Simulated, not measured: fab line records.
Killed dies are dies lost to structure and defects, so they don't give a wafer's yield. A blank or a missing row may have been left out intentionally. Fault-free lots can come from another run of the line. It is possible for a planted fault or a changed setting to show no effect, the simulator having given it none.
Chamber matching :: flow nand harc :: 4 sister chambers for NHARC_A_STAIRCASE_ALD_420 on ald hk-02
The step deposits SiO2, target thk 20 nm, pulse time 6 s, ald cycles 200. 8 wafers are shown with their chamber, then 8 later ones without.

## EACH WAFER AND ITS CHAMBER
wafer: L076.5
chamber: 3
heater power w (W): 543
precursor pulse height rel: 0.983

wafer: L077.1
chamber: 3
heater power w (W): 563
precursor pulse height rel: 1.006

wafer: L083.3
chamber: 0
heater power w (W): 420
precursor pulse height rel: 1.025

wafer: L083.5
chamber: 2
heater power w (W): 468
precursor pulse height rel: 0.967

wafer: L086.2
chamber: 1
heater power w (W): 412
precursor pulse height rel: 1.007

wafer: L086.4
chamber: 2
heater power w (W): 451
precursor pulse height rel: 0.991

wafer: L086.5
chamber: 0
heater power w (W): 422
precursor pulse height rel: 0.980

wafer: L091.4
chamber: 1
heater power w (W): 424
precursor pulse height rel: 0.988

## WAFERS WITH NO CHAMBER GIVEN
wafer: L091.5
heater power w (W): 421
precursor pulse height rel: 1.002

wafer: L091.6
heater power w (W): 562
precursor pulse height rel: 1.036

wafer: L094.2
heater power w (W): 436
precursor pulse height rel: 1.009

wafer: L094.3
heater power w (W): 426
precursor pulse height rel: 1.005

wafer: L094.5
heater power w (W): 472
precursor pulse height rel: 1.004

wafer: L095.1
heater power w (W): 472
precursor pulse height rel: 0.966

wafer: L095.4
heater power w (W): 437
precursor pulse height rel: 1.000

wafer: L095.6
heater power w (W): 414
precursor pulse height rel: 1.017

## WHICH CHAMBER EACH ONE RAN IN
wafer: L091.5
from the rows above: can't be placed: 0 or 1
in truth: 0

wafer: L091.6
from the rows above: 3
in truth: 3

wafer: L094.2
from the rows above: can't be placed: 0 or 1 or 2
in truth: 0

wafer: L094.3
from the rows above: can't be placed: 0 or 1
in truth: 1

wafer: L094.5
from the rows above: 2
in truth: 2

wafer: L095.1
from the rows above: 2
in truth: 2

wafer: L095.4
from the rows above: can't be placed: 0 or 1 or 2
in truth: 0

wafer: L095.6
from the rows above: can't be placed: 0 or 1
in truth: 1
Correct placement for 3 of the 8. From these rows, 5 cannot be placed; in 5 the true chamber is one of the candidates. Number placed wrongly: 0.
How it was worked out, from the rows above alone: a wafer's distance from a chamber is the root of the sum, over the readings, of the square of ((its reading less the chamber's mean) divided by the reading's scatter). If the next closest chamber is less than 2 further off than the closest, the wafer can't be placed; otherwise it belongs to the closest. For every chamber, the mean is computed from those of its wafers that are shown. The scatter is the square root of a quotient: the sum, over the shown wafers, of each reading's squared deviation from its chamber's mean, divided by wafers minus chambers.
